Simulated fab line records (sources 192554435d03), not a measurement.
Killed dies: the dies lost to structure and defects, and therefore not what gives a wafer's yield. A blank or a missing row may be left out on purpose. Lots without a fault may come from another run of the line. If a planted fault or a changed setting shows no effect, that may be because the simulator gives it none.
fab line records	flow n5_finfet	part 1 of 2: steps 1 to 4 of 6
record: lots: 23	wafers: 69	last_day: 18
route steps=1938 shown BEOL_M13@1674 BEOL_M14@1716
lots that met no fault: taken from a fault-free run of the same line
start_h: hours from the record's opening day to when the first of the lot's shown wafers began	wait_h: how many hours have passed since the lot's step before this one	" same as the row above	L1.1+2: several wafers, shown together as one row	- no value present, or no start provided	* or withheld: withheld	< > ~ a bound
route shown NAME@n: a module of which the file shows steps, and the number in the route of the first	usual: mean/standard deviation of fault-free wafers	same: alike in all rows	chamber/n: place in a boat	sites: the reading at each site	_std_site: the standard deviation of these	_edge_site: inner sites' mean taken away from outer sites' mean	radius_mm: for every site, how far away it sits from the centre of the wafer	mask NAME#n: copy n	behind: the most recent tool/chamber to have shaped the wafer	hold: the reason the lot was held/the length of the hold in hours/how it ended	device: the n, p or np transistor that did not switch	end of line: at the end of the route, the tests of the same wafers	a step with no rows: only its recipe	killed: not the wafer's yield, but the dies lost to structure and defects at the first sort	map: per-die view of a wafer (x killed, . not killed, _ where there is no die)
set.NAME: the run value of the setting; set.NAME@STEP: its run value at that earlier step	model.NAME: the simulator's own value behind a step, which no gauge read
steps of the route over a sample of lots; a table a step, a row a wafer
services: a tool's chamber out of use, with start hour (start_h, from the record's first day; less than 0 if before it), hours out, and reason
== steps ==
step: N5_BEOL_M13_VIA_ETCH_16
recipe: chemistry: C4F8/O2/Ar	target: SiOC	pressure_mtorr: 30	source_w: 3000	bias_w: 700	Ar_flow_sccm: 400	C4F8_flow_sccm: 15	O2_flow_sccm: 8	he_inner_torr: 15	he_outer_torr: 30	target_depth_a: 9217	time_s: withheld	ion_energy_ev: 250	ends: cleared
usual: drypump_motor_current_A: 5.4/0.42	oes_product_au: 0.73/0.072	rf_vpp_V: 664.9/2.6	showerhead_plenum_p_Torr: 3.40/0.091	throttle_valve_pct: 24.25/0.23
lot.wafer	tool	chamber	start_h	wait_h	drypump_motor_current_A	oes_product_au	rf_vpp_V	showerhead_plenum_p_Torr	throttle_valve_pct
L074.1	rie_diel-06	2	242.50	0.0	5.7	0.68	661.7	3.31	24.58
L074.2	"	1	"	"	6.3	0.78	670.1	3.59	24.00
L074.3	"	0	"	"	5.0	0.61	664.0	3.36	24.53
L076.1	rie_diel-05	0	243.10	0.0	5.2	0.69	662.7	3.28	24.40
L076.4	"	1	"	"	5.8	0.72	666.4	3.41	24.07
L076.6	"	3	"	"	5.6	0.60	668.0	3.55	24.51
L075.1	rie_diel-04	1	255.03	0.0	5.4	0.63	666.0	3.39	24.55
L075.3	"	3	"	"	4.8	0.83	663.0	3.39	24.00
L075.4	"	0	"	"	5.6	0.79	664.3	3.31	24.24
L077.2	rie_diel-04	1	258.72	0.0	5.4	0.64	665.2	3.39	24.57
L077.4	"	0	"	"	5.6	0.79	663.8	3.31	24.24
L077.6	"	0	"	"	5.6	0.80	663.5	3.31	24.25
L078.1	rie_diel-06	2	264.92	0.0	5.6	0.67	661.8	3.30	24.61
L078.3	"	1	"	"	6.3	0.77	670.9	3.58	24.01
L078.4	"	2	"	"	5.6	0.68	661.7	3.30	24.61
L079.2	rie_diel-05	1	272.57	0.0	5.8	0.72	665.5	3.40	24.10
L079.3	"	3	"	"	5.6	0.60	667.2	3.55	24.52
L079.6	"	3	"	"	5.7	0.60	668.0	3.55	24.52
L081.4	rie_diel-04	3	284.53	0.1	4.8	0.83	663.9	3.38	24.00
L081.5	"	2	"	"	5.2	0.75	666.9	3.47	24.33
L081.6	"	1	"	"	5.4	0.63	663.7	3.38	24.59
L082.1	rie_diel-05	0	290.45	0.0	5.1	0.66	662.1	3.28	24.42
L082.5	"	2	"	"	5.9	0.72	667.2	3.42	24.00
L082.6	"	3	"	"	5.7	0.59	667.0	3.54	24.51
L083.2	rie_diel-05	1	296.74	0.0	5.8	0.71	664.5	3.40	24.10
L083.4	"	1	"	"	5.8	0.70	667.0	3.40	24.11
L083.6	"	2	"	"	5.8	0.72	666.7	3.42	24.01
L080.1	rie_diel-04	0	300.41	0.0	5.6	0.79	662.1	3.30	24.25
L080.3	"	3	"	"	4.8	0.82	662.5	3.38	24.05
L080.6	"	1	"	"	5.4	0.63	664.9	3.38	24.58
L084.1	rie_diel-04	1	306.77	0.0	5.4	0.63	663.6	3.38	24.58
L084.3	"	2	"	"	5.2	0.75	666.5	3.47	24.33
L084.4	"	0	"	"	5.6	0.77	662.4	3.30	24.25
L085.1	rie_diel-06	0	308.52	0.0	5.1	0.85	663.7	3.35	24.29
L085.3	"	3	"	"	4.8	0.74	663.3	3.32	23.90
L085.5	"	1	"	"	6.3	0.74	671.5	3.57	24.03
L086.1	rie_diel-04	2	314.94	0.0	5.2	0.75	667.1	3.47	24.33
L086.3	"	0	"	"	5.6	0.78	662.7	3.30	24.25
L086.5	"	3	"	"	4.8	0.82	664.3	3.38	24.03
L087.2	rie_diel-04	3	315.55	0.0	4.8	0.81	662.3	3.38	24.01
L087.5	"	1	"	"	5.4	0.62	663.9	3.38	24.58
L087.6	"	0	"	"	5.6	0.78	662.7	3.30	24.26
L088.1	rie_diel-05	3	326.11	0.0	5.7	0.88	665.9	3.54	24.14
L088.3	"	1	"	"	5.8	0.70	664.7	3.39	24.09
L088.5	"	1	"	"	5.8	0.69	667.0	3.39	24.11
L090.1	rie_diel-04	1	333.18	0.0	5.4	0.62	663.1	3.37	24.60
L090.5	"	3	"	"	4.8	0.80	664.0	3.37	24.03
L090.6	"	2	"	"	5.2	0.74	667.4	3.47	24.35
L089.1	rie_diel-05	3	340.58	0.0	5.7	0.88	668.0	3.54	24.14
L089.2	"	2	"	"	5.8	0.71	664.7	3.41	24.04
L089.6	"	0	"	"	5.2	0.66	661.0	3.27	24.44
L092.1	rie_diel-04	2	352.73	0.0	5.2	0.74	665.6	3.46	24.35
L092.3	"	3	"	"	4.8	0.79	661.6	3.37	24.04
L092.4	"	2	"	"	5.2	0.74	667.7	3.46	24.36
L093.2	rie_diel-06	1	361.63	0.0	6.3	0.73	671.1	3.57	24.05
L093.4	"	2	"	"	5.6	0.65	661.8	3.29	24.66
L093.5	"	3	"	"	4.8	0.73	662.9	3.31	23.91
L095.3	rie_diel-05	1	363.00	0.0	5.8	0.69	666.1	3.39	24.11
L095.4	"	2	"	"	5.9	0.70	667.5	3.41	24.05
L095.6	"	2	"	"	5.8	0.70	665.9	3.41	24.03
L091.1	rie_diel-06	3	364.86	0.0	4.8	0.72	661.8	3.31	23.90
L091.5	"	1	"	"	6.3	0.73	669.8	3.57	24.05
L091.6	"	0	"	"	5.0	0.81	662.2	3.34	24.31
L094.2	rie_diel-04	3	373.09	0.0	4.8	0.79	662.7	3.37	24.03
L094.4	"	0	"	"	5.6	0.77	661.2	3.30	24.28
L094.6	"	2	"	"	5.2	0.73	667.2	3.46	24.36
L096.1	rie_diel-06	2	388.02	0.0	5.7	0.66	662.0	3.28	24.66
L096.5	"	2	"	"	5.6	0.65	661.9	3.28	24.64
L096.6	"	1	"	"	6.3	0.73	669.6	3.56	24.06
step: N5_BEOL_M13_STRIP_63
recipe: chemistry: N2/H2	power_w: 1000	temp_c: 250	h2_frac: 0.65	overash_fraction: 0.3	pressure_mtorr: 1000	n2_flow_sccm: 1750	h2_flow_sccm: 3250
usual: drypump_motor_current_A: 5.6/0.48	heater_power_w: 372/30	oes_product_au: 0.675/0.0054	strip_time_to_endpoint_s: 28.2/1.3
lot.wafer	tool	chamber	start_h	wait_h	drypump_motor_current_A	heater_power_w	oes_product_au	rf_hours_counter_h	strip_time_to_endpoint_s
L074.1	plasma_asher-01	1	242.73	-	5.4	352	0.675	68	29.5
L074.2	"	0	"	"	5.0	420	0.675	68	29.0
L074.3	"	1	"	"	5.5	367	0.674	-	27.7
L076.1	plasma_asher-01	0	243.34	-	5.0	408	0.673	69	28.9
L076.4	"	0	"	"	5.0	421	0.672	-	26.6
L076.6	"	1	"	"	5.5	365	0.677	-	27.4
L075.1	plasma_asher-02	1	255.26	-	6.3	360	0.676	126	29.8
L075.3	"	1	"	"	6.3	370	0.668	-	29.2
L075.4	"	0	"	"	5.7	339	0.675	-	27.6
L077.2	plasma_asher-02	1	258.95	-	6.3	363	0.677	126	28.6
L077.4	"	0	"	"	5.7	335	0.672	-	27.2
L077.6	"	0	"	"	5.7	339	0.673	-	28.1
L078.1	plasma_asher-02	0	265.15	-	5.7	332	0.678	127	30.4
L078.3	"	0	"	"	5.7	336	0.681	-	30.0
L078.4	"	1	"	"	6.3	357	0.674	-	28.4
L079.2	plasma_asher-02	1	272.81	-	6.3	359	0.669	129	28.2
L079.3	"	1	"	"	6.3	360	0.676	-	28.7
L079.6	"	0	"	"	5.7	346	0.678	-	27.9
L081.4	plasma_asher-01	0	284.68	-	5.0	416	0.678	-	28.9
L081.5	"	0	"	"	5.0	431	0.680	-	28.7
L081.6	"	1	"	"	5.5	372	0.674	-	29.7
L082.1	plasma_asher-01	1	290.68	-	5.5	356	0.677	78	29.4
L082.5	"	1	"	"	5.5	367	0.680	-	26.8
L082.6	"	0	"	"	4.9	422	0.679	-	29.5
L083.2	plasma_asher-01	0	296.97	-	4.9	423	0.680	80	29.4
L083.4	"	1	"	"	5.4	361	0.673	-	28.8
L083.6	"	0	"	"	5.0	405	0.672	-	28.1
L080.1	plasma_asher-02	0	300.65	-	5.7	344	0.688	134	29.7
L080.3	"	1	"	"	6.3	358	0.669	-	27.3
L080.6	"	1	"	"	6.3	363	0.676	-	27.9
L084.1	plasma_asher-01	0	307.00	-	4.9	416	0.685	81	28.8
L084.3	"	1	"	"	5.5	368	0.682	-	31.0
L084.4	"	0	"	"	4.9	418	0.671	-	27.6
L085.1	plasma_asher-01	0	308.76	-	4.9	419	0.680	82	29.4
L085.3	"	0	"	"	5.0	405	0.680	-	28.5
L085.5	"	1	"	"	5.5	359	0.663	-	27.8
L086.1	plasma_asher-02	0	315.17	-	5.7	339	0.681	136	30.2
L086.3	"	0	"	"	5.7	342	0.677	-	28.1
L086.5	"	0	"	"	5.7	328	0.669	-	26.2
L087.2	plasma_asher-01	0	315.79	-	5.0	435	0.676	84	28.4
L087.5	"	1	"	"	5.5	359	0.675	-	27.5
L087.6	"	0	"	"	5.0	421	0.675	-	27.7
L088.1	plasma_asher-01	1	326.34	-	5.4	357	0.674	85	27.8
L088.3	"	1	"	"	5.4	368	0.679	-	29.3
L088.5	"	1	"	"	5.4	366	0.673	-	27.7
L090.1	plasma_asher-02	1	333.42	-	6.3	360	0.674	140	28.8
L090.5	"	1	"	"	6.3	357	0.674	-	27.2
L090.6	"	0	"	"	5.7	348	0.682	-	29.5
L089.1	plasma_asher-01	1	340.82	-	5.4	366	0.673	88	27.9
L089.2	"	0	"	"	5.0	403	0.664	88	27.4
L089.6	"	0	"	"	5.0	409	0.676	-	30.0
L092.1	plasma_asher-02	1	352.97	-	6.3	360	0.681	145	28.0
L092.3	"	0	"	"	5.7	344	0.683	-	27.3
L092.4	"	1	"	"	6.3	360	0.674	-	28.7
L093.2	plasma_asher-02	0	361.87	-	5.7	340	0.671	147	26.9
L093.4	"	0	"	"	5.7	339	0.673	-	26.4
L093.5	"	1	"	"	6.3	354	0.675	-	26.9
L095.3	plasma_asher-02	0	363.25	-	5.7	343	0.673	-	25.6
L095.4	"	1	"	"	6.3	361	0.672	-	24.4
L095.6	"	1	"	"	6.3	361	0.672	-	25.9
L091.1	plasma_asher-01	0	365.09	-	4.9	423	0.685	93	28.0
L091.5	"	1	"	"	5.5	369	0.671	-	28.9
L091.6	"	0	"	"	5.0	411	0.676	-	27.6
L094.2	plasma_asher-01	0	373.32	-	5.0	413	0.670	95	26.1
L094.4	"	0	"	"	5.0	419	0.674	-	25.9
L094.6	"	0	"	"	5.0	423	0.665	-	25.9
L096.1	plasma_asher-02	1	388.25	-	6.3	358	0.684	152	30.3
L096.5	"	0	"	"	5.7	334	0.674	-	29.7
L096.6	"	1	"	"	6.3	355	0.669	-	28.5
step: N5_BEOL_M13_THK_MEAS_50
recipe: thk_meas_gauge: xrf	reads: Cu_of_BEOL_M13_ECD_47
usual: M13_THK: 415/10
lot.wafer	tool	chamber	start_h	wait_h	M13_THK[nm]
L074.1	film_metro-02	-	246.30	-	420
L074.2	"	-	"	"	413
L074.3	"	-	"	"	405
L076.1	film_metro-01	-	246.60	-	438
L076.4	"	-	"	"	428
L076.6	"	-	"	"	420
L075.1	film_metro-01	-	259.24	-	415
L075.3	"	-	"	"	410
L075.4	"	-	"	"	423
L077.2	film_metro-01	-	262.35	-	414
L077.4	"	-	"	"	418
L077.6	"	-	"	"	425
L078.1	film_metro-01	-	268.76	-	415
L078.3	"	-	"	"	407
L078.4	"	-	"	"	413
L079.2	film_metro-02	-	291.18	-	409
L079.3	"	-	"	"	402
L079.6	"	-	"	"	405
L081.4	film_metro-01	-	292.43	-	417
L081.5	"	-	"	"	429
L081.6	"	-	"	"	411
L082.1	film_metro-01	-	295.48	-	423
L082.5	"	-	"	"	435
L082.6	"	-	"	"	416
L083.2	film_metro-02	-	305.95	-	401
L083.4	"	-	"	"	407
L083.6	"	-	"	"	406
L080.1	film_metro-01	-	306.49	-	418
L080.3	"	-	"	"	420
L080.6	"	-	"	"	423
L084.1	film_metro-01	-	314.84	-	427
L084.3	"	-	"	"	413
L084.4	"	-	"	"	420
L085.1	film_metro-01	-	315.14	-	431
L085.3	"	-	"	"	434
L085.5	"	-	"	"	433
L086.1	film_metro-02	-	318.55	-	413
L086.3	"	-	"	"	406
L086.5	"	-	"	"	426
L087.2	film_metro-01	-	321.06	-	414
L087.5	"	-	"	"	411
L087.6	"	-	"	"	428
L088.1	film_metro-02	-	331.01	-	407
L088.3	"	-	"	"	407
L088.5	"	-	"	"	407
L090.1	film_metro-01	-	339.08	-	419
L090.5	"	-	"	"	425
L090.6	"	-	"	"	420
L089.1	film_metro-02	-	343.75	-	412
L089.2	"	-	"	"	409
L089.6	"	-	"	"	405
L092.1	film_metro-02	-	356.47	-	415
L092.3	"	-	"	"	407
L092.4	"	-	"	"	408
L093.2	film_metro-02	-	364.98	-	402
L093.4	"	-	"	"	396
L093.5	"	-	"	"	414
L095.3	film_metro-02	-	371.55	-	405
L095.4	"	-	"	"	412
L095.6	"	-	"	"	410
L091.1	film_metro-02	-	373.57	-	400
L091.5	"	-	"	"	411
L091.6	"	-	"	"	400
L094.2	film_metro-02	-	376.65	-	406
L094.4	"	-	"	"	396
L094.6	"	-	"	"	404
L096.1	film_metro-01	-	395.32	-	419
L096.5	"	-	"	"	422
L096.6	"	-	"	"	408
step: N5_BEOL_M14_ILD_DEP_00
recipe: material: SiO2	target_thk_a: 11193	temp_c: 400	precursor: TEOS/O2	pressure_torr: 6.5	rf_w: 900	teos_flow_sccm: 161.4	gas: O2	flow_sccm: 2650	time_s: 237.4
usual: heater_power_w: 508/120	showerhead_plenum_p_Torr: 8.33/0.038	throttle_valve_pct: 19.1/1.1
same: time_s: 237.4
lot.wafer	tool	chamber	start_h	wait_h	heater_power_w	showerhead_plenum_p_Torr	throttle_valve_pct
L074.1	pecvd-02	1	246.49	0.0	545	8.33	19.7
L074.2	"	0	"	"	389	8.34	18.9
L074.3	"	2	"	"	464	8.42	17.0
L076.1	pecvd-03	1	246.79	0.0	358	8.32	20.9
L076.4	"	2	"	"	447	8.30	18.1
L076.6	"	1	"	"	402	8.31	21.0
L075.1	pecvd-02	2	259.43	0.0	443	8.38	17.0
L075.3	"	1	"	"	541	8.35	19.5
L075.4	"	2	"	"	492	8.38	16.9
L077.2	pecvd-03	0	262.54	0.0	575	8.31	18.9
L077.4	"	2	"	"	565	8.27	18.2
L077.6	"	1	"	"	328	8.35	21.0
L078.1	pecvd-01	0	268.95	0.0	523	8.28	19.2
L078.3	"	1	"	"	438	8.40	19.0
L078.4	"	1	"	"	326	8.39	18.7
L079.2	pecvd-03	0	291.37	0.0	673	8.29	19.4
L079.3	"	1	"	"	372	8.33	20.9
L079.6	"	1	"	"	407	8.34	20.8
L081.4	pecvd-03	2	292.70	0.1	549	8.31	18.3
L081.5	"	0	"	"	528	8.29	19.4
L081.6	"	1	"	"	405	8.35	21.0
L082.1	pecvd-03	2	295.67	0.0	565	8.30	18.5
L082.5	"	0	"	"	522	8.32	19.7
L082.6	"	2	"	"	601	8.32	18.4
L083.2	pecvd-03	0	306.14	0.0	629	8.32	19.2
L083.4	"	2	"	"	449	8.28	18.4
L083.6	"	0	"	"	666	8.28	19.4
L080.1	pecvd-01	1	306.68	0.0	419	8.37	18.7
L080.3	"	0	"	"	565	8.30	19.2
L080.6	"	1	"	"	320	8.39	18.5
L084.1	pecvd-01	0	315.03	0.0	550	8.27	19.3
L084.3	"	1	"	"	448	8.39	18.7
L084.4	"	2	"	"	633	8.39	17.5
L085.1	pecvd-03	0	315.33	0.0	589	8.32	19.4
L085.3	"	2	"	"	532	8.28	18.3
L085.5	"	1	"	"	429	8.33	20.8
L086.1	pecvd-01	1	318.74	0.0	428	8.39	18.4
L086.3	"	2	"	"	682	8.40	17.9
L086.5	"	2	"	"	749	8.39	17.5
L087.2	pecvd-03	1	321.26	0.0	442	8.34	20.7
L087.5	"	2	"	"	535	8.29	18.4
L087.6	"	0	"	"	538	8.26	19.0
L088.1	pecvd-01	2	331.20	0.0	753	8.37	17.9
L088.3	"	1	"	"	440	8.38	18.6
L088.5	"	1	"	"	327	8.37	18.8
L090.1	pecvd-02	1	339.27	0.0	577	8.35	19.6
L090.5	"	2	"	"	518	8.40	16.6
L090.6	"	0	"	"	332	8.34	18.9
L089.1	pecvd-03	1	343.97	0.0	343	8.32	20.9
L089.2	"	2	"	"	559	8.33	18.8
L089.6	"	0	"	"	513	8.32	19.4
L092.1	pecvd-02	1	356.66	0.0	461	8.34	19.9
L092.3	"	0	"	"	445	8.34	19.0
L092.4	"	0	"	"	329	8.32	19.0
L093.2	pecvd-03	1	365.17	0.0	403	8.34	20.9
L093.4	"	0	"	"	641	8.31	19.4
L093.5	"	1	"	"	430	8.35	21.2
L095.3	pecvd-03	0	371.74	0.0	655	8.29	19.1
L095.4	"	2	"	"	534	8.30	18.8
L095.6	"	0	"	"	534	8.29	19.4
L091.1	pecvd-03	2	373.76	0.0	584	8.29	19.1
L091.5	"	0	"	"	648	8.31	19.1
L091.6	"	2	"	"	453	8.34	18.8
L094.2	pecvd-02	2	376.84	0.0	535	8.39	17.0
L094.4	"	1	"	"	540	8.33	19.8
L094.6	"	0	"	"	333	8.32	19.2
L096.1	pecvd-03	2	395.52	0.0	580	8.33	18.7
L096.5	"	0	"	"	677	8.30	19.4
L096.6	"	1	"	"	323	8.34	20.8
